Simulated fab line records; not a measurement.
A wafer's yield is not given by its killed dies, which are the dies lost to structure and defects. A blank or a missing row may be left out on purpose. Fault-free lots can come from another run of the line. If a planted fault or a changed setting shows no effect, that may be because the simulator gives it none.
fab line records | flow nandHarc | part 1 of 2: steps 1 to 4 of 6
record: lots: 24 | wafers: 72 | lastDay: 34
route steps=1302 shown P_GATE@149 P_M0@268 P_M1@298 P_M2@348
lots untouched by any fault: they come from a run of this same line in which no faults occurred
startH: the number of hours between the record's first day and the start of the first shown wafer of the lot | waitH: hours since the lot's step before | " the same as in the row above | L1.1+2: several wafers, shown together as one row | - either no value or no given start | * or withheld: withheld | < > ~ a bound
route shown NAME@n: NAME is a module with steps in the file, n the number in the route of the first one | usual: mean/standard deviation taken from wafers without a fault | same: alike in all rows | chamber/n: place in a boat | sites: each site's reading | _std_site: the values' standard deviation | _edge_site: inner sites' mean taken away from outer sites' mean | radiusMm: how far each site lies from the wafer's centre | mask NAME#n: copy n | behind: the most recent tool/chamber to have shaped the wafer | hold: the reason the lot was held/the length of the hold in hours/how it ended | device: transistor that didn't switch, given as n, p or np | end of line: the route-end tests of the same wafers | a step without rows: its recipe alone | killed: dies lost to structure and defects at the first sort, not the wafer's yield | map: a wafer's dies, x killed, . not, _ none there
set.NAME: the setting as run; set.NAME@STEP: as run at that earlier step | model.NAME: the simulator's own value behind a step, which no gauge read
the route's steps for a sample of lots (tables are steps, rows are wafers)
services: when a tool's chamber went out of use (startH, in hours from the record's first day, below 0 if earlier), for how many hours, and the reason
== steps ==
step: NHARC_P_GATE_ETCH_32
recipe: targetDepthA: 1500 | overEtchFrac: 1 | overEtchIonEnergyEv: 40 | timeS: 100.1 | hbrFlowSccm: 150 | cl2FlowSccm: 50 | rfW: 400 | icpW: 400 | biasW: 100 | chemistry: HBr/Cl2
usual: drypumpMotorCurrentA: 5.8/0.42 | oesProductAu: 1.006/0.014 | throttleValvePct: 26.406/0.0086
lot.wafer | tool     | chamber | startH | waitH | drypumpMotorCurrentA | oesProductAu | rfHoursCounterH | throttleValvePct
L074.1    | rieSi-04 | 1       | 105.90 | -     | 6.2                  | 1.016        | 0.5             | 26.404
L074.4    | "        | 2       | "      | "     | 6.1                  | 1.000        | 0.5             | 26.405
L074.6    | "        | 0       | "      | "     | 5.5                  | 0.976        | -               | 26.404
L075.3    | rieSi-05 | 0       | 106.50 | -     | 5.4                  | 1.022        | 1.1             | 26.415
L075.6    | "        | 1       | "      | "     | 6.1                  | 1.027        | -               | 26.403
L075.5    | "        | 2       | "      | "     | 6.2                  | 0.995        | -               | 26.405
L076.3    | rieSi-04 | 0       | 118.00 | -     | 5.5                  | 0.983        | 0.6             | 26.402
L076.6    | "        | 2       | "      | "     | 6.2                  | 0.987        | -               | 26.412
L076.5    | "        | 3       | "      | "     | 4.9                  | 1.001        | -               | 26.413
L078.4    | rieSi-04 | 1       | 134.16 | -     | 6.2                  | 1.001        | 0.7             | 26.408
L078.6    | "        | 1       | "      | "     | 6.2                  | 1.004        | -               | 26.411
L078.5    | "        | 2       | "      | "     | 6.1                  | 0.998        | -               | 26.424
L077.2    | rieSi-01 | 3       | 134.59 | -     | 6.3                  | 0.995        | 0.7             | 26.414
L077.3    | "        | 1       | "      | "     | 5.9                  | 0.976        | 0.8             | 26.412
L077.5    | "        | 3       | "      | "     | 6.3                  | 0.993        | -               | 26.406
L079.2    | rieSi-05 | 2       | 149.57 | -     | 6.1                  | 1.030        | 0.1             | 26.414
L079.1    | "        | 3       | "      | "     | 5.7                  | 1.002        | 0.0             | 26.407
L079.4    | "        | 0       | "      | "     | 5.4                  | 1.022        | 0.0             | 26.424
L080.3    | rieSi-05 | 1       | 160.98 | -     | 6.1                  | 1.014        | 0.1             | 26.393
L080.1    | "        | 2       | "      | "     | 6.1                  | 1.027        | 0.2             | 26.398
L080.5    | "        | 0       | "      | "     | 5.4                  | 1.025        | -               | 26.401
L081.2    | rieSi-05 | 1       | 169.35 | -     | 6.0                  | 1.016        | 0.2             | 26.406
L081.1    | "        | 2       | "      | "     | 6.2                  | 1.025        | 0.2             | 26.413
L081.3    | "        | 3       | "      | "     | 5.7                  | 1.011        | 0.2             | 26.408
L082.1    | rieSi-04 | 1       | 180.34 | -     | 6.2                  | 1.016        | 0.0             | 26.400
L082.3    | "        | 2       | "      | "     | 6.2                  | 1.017        | 0.0             | 26.396
L082.5    | "        | 0       | "      | "     | 5.5                  | 0.992        | -               | 26.422
L083.2    | rieSi-05 | 1       | 198.56 | -     | 6.0                  | 1.001        | 0.4             | 26.406
L083.6    | "        | 0       | "      | "     | 5.4                  | 1.020        | -               | 26.400
L083.5    | "        | 1       | "      | "     | 6.0                  | 1.017        | -               | 26.403
L084.3    | rieSi-01 | 2       | 204.51 | -     | 5.3                  | 1.001        | 0.0             | 26.404
L084.4    | "        | 3       | "      | "     | 6.3                  | 1.009        | 0.0             | 26.412
L084.5    | "        | 3       | "      | "     | 6.3                  | 1.008        | -               | 26.411
L085.4    | rieSi-01 | 3       | 209.74 | -     | 6.3                  | 1.003        | 0.1             | 26.396
L085.3    | "        | 2       | "      | "     | 5.3                  | 0.992        | 0.1             | 26.401
L085.5    | "        | 3       | "      | "     | 6.3                  | 0.987        | -               | 26.417
L086.2    | rieSi-01 | 3       | 214.55 | -     | 6.3                  | 0.998        | 0.2             | 26.398
L086.6    | "        | 1       | "      | "     | 5.9                  | 0.987        | -               | 26.402
L086.5    | "        | 2       | "      | "     | 5.2                  | 1.001        | -               | 26.404
L087.4    | rieSi-05 | 2       | 224.23 | -     | 6.2                  | 1.015        | 0.6             | 26.408
L087.1    | "        | 3       | "      | "     | 5.7                  | 1.005        | 0.6             | 26.402
L087.2    | "        | 1       | "      | "     | 6.1                  | 1.008        | 0.7             | 26.400
L089.2    | rieSi-01 | 0       | 242.03 | -     | 5.6                  | 1.022        | 0.3             | 26.396
L089.3    | "        | 1       | "      | "     | 5.9                  | 0.999        | 0.3             | 26.401
L089.6    | "        | 3       | "      | "     | 6.3                  | 0.999        | -               | 26.410
L088.3    | rieSi-04 | 3       | 242.49 | -     | 4.9                  | 0.997        | 0.3             | 26.404
L088.4    | "        | 0       | "      | "     | 5.6                  | 0.982        | 0.4             | 26.410
L088.6    | "        | 3       | "      | "     | 4.9                  | 0.999        | -               | 26.401
L090.1    | rieSi-04 | 3       | 262.65 | -     | 4.8                  | 1.000        | 0.5             | 26.391
L090.2    | "        | 0       | "      | "     | 5.5                  | 0.988        | 0.6             | 26.415
L090.3    | "        | 1       | "      | "     | 6.2                  | 1.004        | 0.5             | 26.406
L091.3    | rieSi-01 | 0       | 269.34 | -     | 5.6                  | 1.001        | 0.4             | 26.404
L091.2    | "        | 1       | "      | "     | 6.0                  | 1.000        | 0.5             | 26.418
L091.1    | "        | 2       | "      | "     | 5.2                  | 0.994        | 0.5             | 26.412
L092.2    | rieSi-05 | 0       | 276.45 | -     | 5.4                  | 1.028        | 0.8             | 26.405
L092.1    | "        | 3       | "      | "     | 5.6                  | 1.022        | 0.9             | 26.390
L092.5    | "        | 0       | "      | "     | 5.4                  | 1.037        | -               | 26.400
L093.2    | rieSi-05 | 1       | 287.17 | -     | 6.1                  | 0.998        | 1.1             | 26.402
L093.1    | "        | 2       | "      | "     | 6.2                  | 1.022        | 1.0             | 26.422
L093.5    | "        | 0       | "      | "     | 5.4                  | 1.034        | -               | 26.398
L094.3    | rieSi-04 | 0       | 305.33 | -     | 5.5                  | 0.986        | 0.8             | 26.416
L094.1    | "        | 3       | "      | "     | 4.8                  | 1.005        | 0.7             | 26.413
L094.5    | "        | 0       | "      | "     | 5.5                  | 0.984        | -               | 26.416
L095.2    | rieSi-01 | 0       | 306.11 | -     | 5.7                  | 1.011        | 0.7             | 26.398
L095.3    | "        | 1       | "      | "     | 5.9                  | 0.989        | 0.7             | 26.410
L095.1    | "        | 3       | "      | "     | 6.3                  | 0.992        | 0.8             | 26.400
L096.3    | rieSi-05 | 2       | 316.49 | -     | 6.2                  | 1.023        | 0.0             | 26.397
L096.1    | "        | 3       | "      | "     | 5.7                  | 0.996        | 0.0             | 26.406
L096.4    | "        | 1       | "      | "     | 6.1                  | 1.003        | 0.0             | 26.392
L097.2    | rieSi-01 | 2       | 334.55 | -     | 5.2                  | 0.994        | 0.7             | 26.397
L097.5    | "        | 3       | "      | "     | 6.3                  | 1.002        | -               | 26.399
L097.6    | "        | 0       | "      | "     | 5.6                  | 1.007        | -               | 26.405
step: NHARC_P_GATE_ALD_36
recipe: targetThkA: 200 | pulseTimeS: 60 | aldCycles: 223 | tempC: 400 | material: SiNx
usual: heaterPowerOuterW: 504/81 | heaterPowerW: 830/110 | precursorPulseHeightRel: 0.999/0.021
lot.wafer | tool      | chamber | startH | waitH | heaterPowerOuterW | heaterPowerW | precursorPulseHeightRel
L074.4    | aldSin-02 | 2       | 107.73 | -     | 433               | 757          | 0.987
L074.1    | "         | 0       | 109.82 | -     | 476               | 812          | 0.991
L074.6    | "         | 1       | 110.87 | -     | 480               | 787          | 0.971
L075.3    | aldSin-03 | 2       | 108.64 | -     | 462               | 752          | 1.026
L075.5    | "         | 1       | 111.41 | -     | 696               | 1100         | 1.012
L075.6    | "         | 0       | 114.19 | -     | 570               | 913          | 0.975
L076.3    | aldSin-01 | 3       | 120.89 | -     | 417               | 715          | 0.981
L076.5    | "         | 1       | 123.01 | -     | 444               | 733          | 0.994
L076.6    | "         | 2       | 124.07 | -     | 652               | 964          | 1.010
L077.2    | aldSin-03 | 0       | 136.42 | -     | 560               | 903          | 0.943
L077.3    | "         | 1       | 137.46 | -     | 693               | 1119         | 0.984
L077.5    | "         | 3       | 139.55 | -     | 499               | 829          | 1.013
L078.4    | aldSin-02 | 2       | 137.06 | -     | 454               | 806          | 1.035
L078.5    | "         | 0       | 139.16 | -     | 441               | 792          | 0.970
L078.6    | "         | 1       | 140.21 | -     | 482               | 810          | 1.000
L079.4    | aldSin-01 | 2       | 151.42 | -     | 643               | 980          | 1.040
L079.2    | "         | 3       | 152.48 | -     | 413               | 725          | 1.002
L079.1    | "         | 0       | 153.53 | -     | 369               | 672          | 1.039
L080.3    | aldSin-02 | 1       | 162.83 | -     | 492               | 821          | 0.959
L080.1    | "         | 3       | 164.98 | -     | 552               | 831          | 0.996
L080.5    | "         | 1       | 167.13 | -     | 481               | 781          | 0.985
L081.1    | aldSin-03 | 1       | 171.32 | -     | 712               | 1096         | 0.976
L081.2    | "         | 2       | 172.38 | -     | 470               | 741          | 1.017
L081.3    | "         | 3       | 173.44 | -     | 513               | 830          | 0.965
L082.3    | aldSin-01 | 1       | 181.11 | -     | 452               | 741          | 1.000
L082.1    | "         | 2       | 182.17 | -     | 612               | 979          | 1.017
L082.5    | "         | 1       | 185.36 | -     | 448               | 719          | 0.986
L083.2    | aldSin-02 | 0       | 201.47 | -     | 452               | 802          | 1.000
L083.6    | "         | 2       | 203.61 | -     | 457               | 812          | 0.968
L083.5    | "         | 3       | 204.67 | -     | 560               | 831          | 1.000
L084.3    | aldSin-03 | 3       | 207.43 | -     | 519               | 837          | 0.983
L084.4    | "         | 0       | 208.50 | -     | 547               | 859          | 0.995
L084.5    | "         | 2       | 210.63 | -     | 437               | 761          | 0.988
L085.3    | aldSin-01 | 1       | 212.66 | -     | 461               | 747          | 1.013
L085.4    | "         | 2       | 213.73 | -     | 653               | 986          | 1.013
L085.5    | "         | 0       | 215.87 | -     | 367               | 663          | 1.004
L086.2    | aldSin-02 | 0       | 215.32 | -     | 452               | 782          | 0.978
L086.5    | "         | 0       | 219.56 | -     | 459               | 790          | 0.996
L086.6    | "         | 1       | 220.62 | -     | 489               | 803          | 0.979
L087.2    | aldSin-03 | 3       | 225.02 | -     | 494               | 814          | 0.992
L087.1    | "         | 0       | 226.07 | -     | 541               | 877          | 1.020
L087.4    | "         | 1       | 227.13 | -     | 636               | 1059         | 1.028
L089.2    | aldSin-01 | 0       | 242.79 | -     | 374               | 646          | 0.996
L089.3    | "         | 3       | 245.96 | -     | 417               | 729          | 0.982
L089.6    | "         | 1       | 248.07 | -     | 443               | 725          | 1.013
L088.4    | aldSin-02 | 0       | 243.29 | -     | 459               | 797          | 0.999
L088.3    | "         | 2       | 245.42 | -     | 449               | 812          | 0.990
L088.6    | "         | 1       | 248.61 | -     | 495               | 796          | 0.998
L090.1    | aldSin-03 | 1       | 264.49 | -     | 658               | 1055         | 0.991
L090.3    | "         | 2       | 265.54 | -     | 448               | 759          | 1.009
L090.2    | "         | 3       | 266.59 | -     | 508               | 826          | 0.996
L091.1    | aldSin-01 | 1       | 270.11 | -     | 446               | 711          | 0.974
L091.3    | "         | 2       | 271.17 | -     | 602               | 969          | 0.998
L091.2    | "         | 3       | 272.22 | -     | 415               | 722          | 1.021
L092.2    | aldSin-02 | 0       | 279.35 | -     | 450               | 801          | 0.930
L092.1    | "         | 1       | 280.41 | -     | 488               | 807          | 0.995
L092.5    | "         | 3       | 282.52 | -     | 538               | 836          | 1.037
L093.2    | aldSin-03 | 0       | 288.98 | -     | 543               | 894          | 1.036
L093.1    | "         | 2       | 291.09 | -     | 440               | 737          | 1.002
L093.5    | "         | 3       | 292.14 | -     | 507               | 817          | 0.977
L094.1    | aldSin-01 | 2       | 306.12 | -     | 626               | 946          | 1.002
L094.3    | "         | 1       | 309.24 | -     | 441               | 726          | 1.046
L094.5    | "         | 3       | 311.33 | -     | 411               | 742          | 1.030
L095.2    | aldSin-02 | 1       | 307.99 | -     | 506               | 832          | 1.029
L095.1    | "         | 2       | 309.05 | -     | 441               | 790          | 1.006
L095.3    | "         | 3       | 310.10 | -     | 533               | 819          | 1.000
L096.3    | aldSin-03 | 0       | 317.28 | -     | 550               | 914          | 1.012
L096.1    | "         | 2       | 319.41 | -     | 435               | 734          | 1.024
L096.4    | "         | 3       | 320.47 | -     | 501               | 846          | 0.992
L097.2    | aldSin-02 | 2       | 338.44 | -     | 424               | 782          | 1.018
L097.6    | "         | 3       | 339.49 | -     | 532               | 799          | 1.005
L097.5    | "         | 0       | 340.54 | -     | 470               | 824          | 0.973
step: NHARC_P_M0_ETCH_15
recipe: targetDepthA: 1500 | overetchA: 150 | timeS: 82.5 | c4f8FlowSccm: withheld | arFlowSccm: 400 | rfW: 600 | biasW: 300 | chemistry: C4F8/Ar
usual: oesProductAu: 0.956/0.02 | rfVppV: 440.9/2.8
lot.wafer | tool       | chamber | startH | waitH | oesProductAu | rfHoursCounterH | rfVppV
L074.4    | rieDiel-07 | 3       | -      | -     | 0.945        | 0               | 443.6
L074.1    | "          | 0       | "      | "     | 0.959        | 0               | 440.9
L074.6    | "          | 3       | "      | "     | 0.953        | -               | 444.2
L075.3    | rieDiel-11 | 3       | -      | -     | 0.978        | 15              | 442.2
L075.5    | "          | 1       | "      | "     | 0.986        | -               | 439.2
L075.6    | "          | 2       | "      | "     | 0.966        | -               | 438.8
L076.3    | rieDiel-07 | 3       | -      | -     | 0.972        | 2               | 442.0
L076.6    | "          | 3       | "      | "     | 0.965        | -               | 443.6
L076.5    | "          | 0       | "      | "     | 0.972        | -               | 440.8
L078.4    | rieDiel-11 | 1       | -      | -     | 0.980        | 24              | 439.2
L078.5    | "          | 2       | "      | "     | 0.937        | -               | 439.4
L078.6    | "          | 3       | "      | "     | 0.921        | -               | 443.0
L077.2    | rieDiel-11 | 1       | -      | -     | 0.969        | 24              | 439.3
L077.3    | "          | 2       | "      | "     | 0.940        | 25              | 439.6
L077.5    | "          | 0       | "      | "     | 0.961        | -               | 437.8
L079.2    | rieDiel-07 | 2       | -      | -     | 0.945        | 8               | 440.3
L079.4    | "          | 3       | "      | "     | 0.946        | 8               | 443.1
L079.1    | "          | 0       | "      | "     | 0.929        | 8               | 442.1
L080.3    | rieDiel-07 | 3       | -      | -     | 0.975        | 11              | 442.6
L080.1    | "          | 0       | "      | "     | 0.961        | 10              | 442.0
L080.5    | "          | 1       | "      | "     | 0.951        | -               | 444.7
L081.1    | rieDiel-04 | 1       | -      | -     | 0.975        | 1               | 445.7
L081.2    | "          | 2       | "      | "     | 0.989        | 1               | 440.3
L081.3    | "          | 3       | "      | "     | 0.970        | 1               | 438.1
L082.3    | rieDiel-11 | 1       | -      | -     | 0.949        | 40              | 439.1
L082.1    | "          | 3       | "      | "     | 0.913        | 37              | 443.8
L082.5    | "          | 2       | "      | "     | 0.937        | -               | 437.4
L083.2    | rieDiel-04 | 3       | -      | -     | 0.962        | 7               | 438.3
L083.6    | "          | 3       | "      | "     | 0.960        | -               | 439.1
L083.5    | "          | 0       | "      | "     | 0.909        | -               | 435.0
L084.3    | rieDiel-11 | 0       | -      | -     | 0.926        | 45              | 438.1
L084.4    | "          | 2       | "      | "     | 0.917        | 53              | 438.7
L084.5    | "          | 1       | "      | "     | 0.952        | -               | 439.7
L085.4    | rieDiel-04 | 1       | -      | -     | 0.956        | 16              | 444.4
L085.3    | "          | 0       | "      | "     | 0.951        | 13              | 435.4
L085.5    | "          | 2       | "      | "     | 0.959        | -               | 441.7
L086.2    | rieDiel-07 | 2       | -      | -     | 0.962        | 17              | 441.6
L086.5    | "          | 2       | "      | "     | 0.969        | -               | 440.6
L086.6    | "          | 3       | "      | "     | 0.955        | -               | 443.2
L087.2    | rieDiel-04 | 0       | -      | -     | 0.977        | 17              | 435.3
L087.1    | "          | 1       | "      | "     | 0.961        | 20              | 445.5
L087.4    | "          | 3       | "      | "     | 0.977        | 16              | 437.1
L089.2    | rieDiel-11 | 2       | -      | -     | 0.980        | 0               | 439.2
L089.3    | "          | 0       | "      | "     | 0.977        | 0               | 437.2
L089.6    | "          | 3       | "      | "     | 0.967        | -               | 443.4
L088.4    | rieDiel-07 | 0       | -      | -     | 0.967        | 26              | 443.1
L088.3    | "          | 1       | "      | "     | 0.967        | 20              | 443.9
L088.6    | "          | 0       | "      | "     | 0.961        | -               | 441.6
L090.2    | rieDiel-07 | 2       | -      | -     | 0.981        | 27              | 439.4
L090.3    | "          | 3       | "      | "     | 0.954        | 29              | 445.1
L090.1    | "          | 0       | "      | "     | 0.945        | 29              | 442.7
L091.2    | rieDiel-07 | 2       | -      | -     | 0.979        | 28              | 439.3
L091.3    | "          | 3       | "      | "     | 0.970        | 30              | 441.8
L091.1    | "          | 0       | "      | "     | 0.958        | 29              | 442.5
L092.2    | rieDiel-04 | 3       | -      | -     | 0.922        | 34              | 437.4
L092.1    | "          | 1       | "      | "     | 0.920        | 39              | 446.5
L092.5    | "          | 0       | "      | "     | 0.909        | -               | 437.2
L093.2    | rieDiel-11 | 0       | -      | -     | 0.977        | 15              | 436.8
L093.1    | "          | 1       | "      | "     | 0.981        | 16              | 439.5
L093.5    | "          | 2       | "      | "     | 0.967        | -               | 439.0
L094.1    | rieDiel-11 | 2       | -      | -     | 0.949        | 22              | 439.0
L094.3    | "          | 3       | "      | "     | 0.939        | 22              | 442.4
L094.5    | "          | 2       | "      | "     | 0.951        | -               | 437.5
L095.1    | rieDiel-07 | 1       | -      | -     | 0.937        | 3               | 445.2
L095.2    | "          | 3       | "      | "     | 0.951        | 3               | 443.5
L095.3    | "          | 0       | "      | "     | 0.926        | 4               | 440.4
L096.3    | rieDiel-07 | 3       | -      | -     | 0.971        | 4               | 442.7
L096.4    | "          | 0       | "      | "     | 0.964        | 5               | 441.4
L096.1    | "          | 2       | "      | "     | 0.958        | 3               | 441.4
L097.2    | rieDiel-11 | 1       | -      | -     | 0.989        | 31              | 438.8
L097.6    | "          | 3       | "      | "     | 0.939        | -               | 442.3
L097.5    | "          | 0       | "      | "     | 0.987        | -               | 437.2
step: NHARC_P_M1_DESCUM_14
recipe: timeS: 3 | o2FlowSccm: 200 | arFlowSccm: 0 | biasPowerW: 0 | chemistry: O2
usual: drypumpMotorCurrentA: 6.0/0.46 | oesProductAu: 1.000/0.012 | rfVppV: 57.7/0.7 | showerheadPlenumPTorr: 1.89/0.071 | throttleValvePct: 11.311/0.0093
lot.wafer | tool       | chamber | startH | waitH | drypumpMotorCurrentA | oesProductAu | rfHoursCounterH | rfVppV | showerheadPlenumPTorr | throttleValvePct
L074.4    | rieDiel-12 | 2       | 133.79 | 0.1   | 5.7                  | 0.983        | 3               | 58.6   | 1.92                  | 11.291
L074.1    | "          | 3       | "      | "     | 6.0                  | 0.988        | 3               | 58.5   | 1.89                  | 11.330
L074.6    | "          | 2       | "      | "     | 5.7                  | 0.986        | -               | 57.4   | 1.92                  | 11.323
L075.3    | rieDiel-03 | 2       | 136.33 | 0.1   | 6.0                  | 1.018        | 9               | 58.1   | 1.79                  | 11.313
L075.6    | "          | 1       | "      | "     | 5.3                  | 0.999        | -               | 57.1   | 1.88                  | 11.303
L075.5    | "          | 2       | "      | "     | 6.1                  | 1.015        | -               | 58.0   | 1.79                  | 11.314
L076.3    | rieDiel-12 | 1       | 145.74 | 0.1   | 6.4                  | 0.984        | 4               | 58.4   | 2.03                  | 11.306
L076.5    | "          | 0       | "      | "     | 6.8                  | 0.995        | -               | 57.4   | 1.86                  | 11.306
L076.6    | "          | 1       | "      | "     | 6.4                  | 0.989        | -               | 58.2   | 2.03                  | 11.325
L078.4    | rieDiel-02 | 1       | 162.46 | 0.1   | 5.9                  | 1.010        | 7               | 56.1   | 1.80                  | 11.309
L078.5    | "          | 2       | "      | "     | 5.7                  | 1.007        | -               | 57.6   | 1.89                  | 11.296
L078.6    | "          | 3       | "      | "     | 5.4                  | 1.008        | -               | 57.9   | 1.92                  | 11.321
L077.3    | rieDiel-02 | 3       | 162.93 | 0.1   | 5.4                  | 0.998        | 8               | 57.7   | 1.92                  | 11.323
L077.2    | "          | 0       | "      | "     | 6.5                  | 0.992        | 8               | 58.7   | 1.84                  | 11.315
L077.5    | "          | 2       | "      | "     | 5.7                  | 0.996        | -               | 57.7   | 1.89                  | 11.301
L079.2    | rieDiel-03 | 2       | 177.85 | 0.1   | 6.1                  | 1.007        | 22              | 57.8   | 1.79                  | 11.321
L079.4    | "          | 3       | "      | "     | 6.3                  | 1.000        | 8               | 56.9   | 2.00                  | 11.320
L079.1    | "          | 1       | "      | "     | 5.3                  | 0.999        | 24              | 58.0   | 1.88                  | 11.315
L080.3    | rieDiel-02 | 2       | 189.36 | 0.1   | 5.6                  | 1.007        | 10              | 57.4   | 1.89                  | 11.314
L080.1    | "          | 3       | "      | "     | 5.4                  | 1.008        | 10              | 59.2   | 1.92                  | 11.316
L080.5    | "          | 1       | "      | "     | 5.9                  | 1.013        | -               | 56.9   | 1.80                  | 11.316
L081.2    | rieDiel-12 | 1       | 197.44 | 0.1   | 6.4                  | 0.983        | 9               | 58.3   | 2.03                  | 11.314
L081.3    | "          | 2       | "      | "     | 5.6                  | 0.996        | 9               | 57.9   | 1.92                  | 11.319
L081.1    | "          | 3       | "      | "     | 5.9                  | 0.988        | 7               | 57.7   | 1.89                  | 11.304
L082.1    | rieDiel-12 | 3       | 208.75 | 0.1   | 6.0                  | 0.997        | 8               | 57.4   | 1.89                  | 11.327
L082.3    | "          | 2       | "      | "     | 5.7                  | 0.993        | 9               | 58.0   | 1.92                  | 11.318
L082.5    | "          | 0       | "      | "     | 6.8                  | 0.993        | -               | 57.8   | 1.86                  | 11.296
L083.2    | rieDiel-12 | 0       | 226.60 | 0.1   | 6.8                  | 1.006        | 10              | 57.9   | 1.86                  | 11.303
L083.5    | "          | 0       | "      | "     | 6.8                  | 0.991        | -               | 57.6   | 1.86                  | 11.307
L083.6    | "          | 1       | "      | "     | 6.4                  | 0.973        | -               | 58.7   | 2.03                  | 11.308
L084.3    | rieDiel-12 | 0       | 232.56 | 0.1   | 6.8                  | 0.994        | 10              | 56.9   | 1.86                  | 11.314
L084.4    | "          | 3       | "      | "     | 6.0                  | 0.995        | 10              | 58.5   | 1.89                  | 11.322
L084.5    | "          | 1       | "      | "     | 6.4                  | 0.982        | -               | 57.8   | 2.03                  | 11.310
L085.3    | rieDiel-02 | 3       | 238.05 | 0.1   | 5.4                  | 1.004        | 1               | 58.2   | 1.92                  | 11.315
L085.4    | "          | 0       | "      | "     | 6.5                  | 1.012        | 1               | 58.1   | 1.84                  | 11.306
L085.5    | "          | 3       | "      | "     | 5.4                  | 1.012        | -               | 58.2   | 1.92                  | 11.302
L086.2    | rieDiel-12 | 0       | 242.79 | 0.1   | 6.8                  | 1.000        | 11              | 59.5   | 1.86                  | 11.307
L086.5    | "          | 3       | "      | "     | 6.0                  | 1.001        | -               | 58.7   | 1.89                  | 11.304
L086.6    | "          | 0       | "      | "     | 6.8                  | 1.000        | -               | 57.8   | 1.86                  | 11.312
L087.1    | rieDiel-02 | 2       | 252.13 | 0.1   | 5.7                  | 1.003        | 1               | 58.1   | 1.89                  | 11.320
L087.2    | "          | 0       | "      | "     | 6.5                  | 1.014        | 1               | 57.7   | 1.84                  | 11.298
L087.4    | "          | 1       | "      | "     | 6.0                  | 1.012        | 1               | 58.5   | 1.79                  | 11.313
L089.3    | rieDiel-02 | 0       | 269.87 | 0.1   | 6.5                  | 0.999        | 2               | 58.2   | 1.84                  | 11.302
L089.2    | "          | 1       | "      | "     | 5.9                  | 1.004        | 2               | 57.3   | 1.79                  | 11.323
L089.6    | "          | 1       | "      | "     | 5.9                  | 1.025        | -               | 58.0   | 1.79                  | 11.313
L088.4    | rieDiel-02 | 3       | 271.01 | 0.1   | 5.4                  | 0.999        | 3               | 57.5   | 1.92                  | 11.324
L088.3    | "          | 1       | "      | "     | 5.9                  | 1.025        | 2               | 58.0   | 1.79                  | 11.307
L088.6    | "          | 2       | "      | "     | 5.7                  | 1.009        | -               | 56.3   | 1.89                  | 11.289
L090.3    | rieDiel-02 | 3       | 290.14 | 0.1   | 5.4                  | 0.990        | 4               | 56.9   | 1.92                  | 11.317
L090.1    | "          | 0       | "      | "     | 6.5                  | 0.998        | 3               | 57.6   | 1.84                  | 11.307
L090.2    | "          | 2       | "      | "     | 5.7                  | 1.018        | 4               | 57.4   | 1.89                  | 11.315
L091.2    | rieDiel-02 | 1       | 297.20 | 0.1   | 5.9                  | 1.006        | 3               | 58.4   | 1.79                  | 11.311
L091.1    | "          | 2       | "      | "     | 5.7                  | 1.003        | 4               | 58.2   | 1.89                  | 11.338
L091.3    | "          | 3       | "      | "     | 5.4                  | 0.989        | 4               | 56.3   | 1.92                  | 11.312
L092.2    | rieDiel-12 | 2       | 304.09 | 0.1   | 5.7                  | 0.996        | 3               | 57.5   | 1.92                  | 11.306
L092.1    | "          | 3       | "      | "     | 6.0                  | 0.974        | 3               | 57.8   | 1.89                  | 11.327
L092.5    | "          | 2       | "      | "     | 5.7                  | 0.991        | -               | 57.8   | 1.92                  | 11.322
L093.2    | rieDiel-02 | 2       | 314.78 | 0.1   | 5.7                  | 1.007        | 6               | 57.6   | 1.89                  | 11.318
L093.1    | "          | 3       | "      | "     | 5.4                  | 0.988        | 5               | 57.8   | 1.92                  | 11.298
L093.5    | "          | 1       | "      | "     | 6.0                  | 1.016        | -               | 56.6   | 1.79                  | 11.311
L094.3    | rieDiel-02 | 1       | 332.70 | 0.1   | 5.9                  | 1.020        | 5               | 57.6   | 1.79                  | 11.300
L094.1    | "          | 3       | "      | "     | 5.4                  | 0.990        | 6               | 58.2   | 1.92                  | 11.316
L094.5    | "          | 0       | "      | "     | 6.5                  | 0.987        | -               | 57.1   | 1.84                  | 11.328
L095.2    | rieDiel-02 | 0       | 333.90 | 0.1   | 6.5                  | 1.016        | 5               | 57.4   | 1.84                  | 11.306
L095.3    | "          | 1       | "      | "     | 5.9                  | 1.031        | 5               | 58.4   | 1.79                  | 11.317
L095.1    | "          | 3       | "      | "     | 5.4                  | 1.000        | 6               | 58.2   | 1.92                  | 11.309
L096.1    | rieDiel-12 | 2       | 344.20 | 0.1   | 5.7                  | 0.999        | 8               | 56.4   | 1.91                  | 11.317
L096.3    | "          | 3       | "      | "     | 6.0                  | 0.992        | 7               | 57.3   | 1.89                  | 11.303
L096.4    | "          | 0       | "      | "     | 6.8                  | 0.992        | 6               | 56.9   | 1.86                  | 11.315
L097.2    | rieDiel-12 | 2       | 363.27 | 0.1   | 5.7                  | 0.991        | 9               | 57.2   | 1.91                  | 11.319
L097.5    | "          | 1       | "      | "     | 6.4                  | 1.010        | -               | 57.4   | 2.02                  | 11.306
L097.6    | "          | 2       | "      | "     | 5.7                  | 0.988        | -               | 58.5   | 1.91                  | 11.322
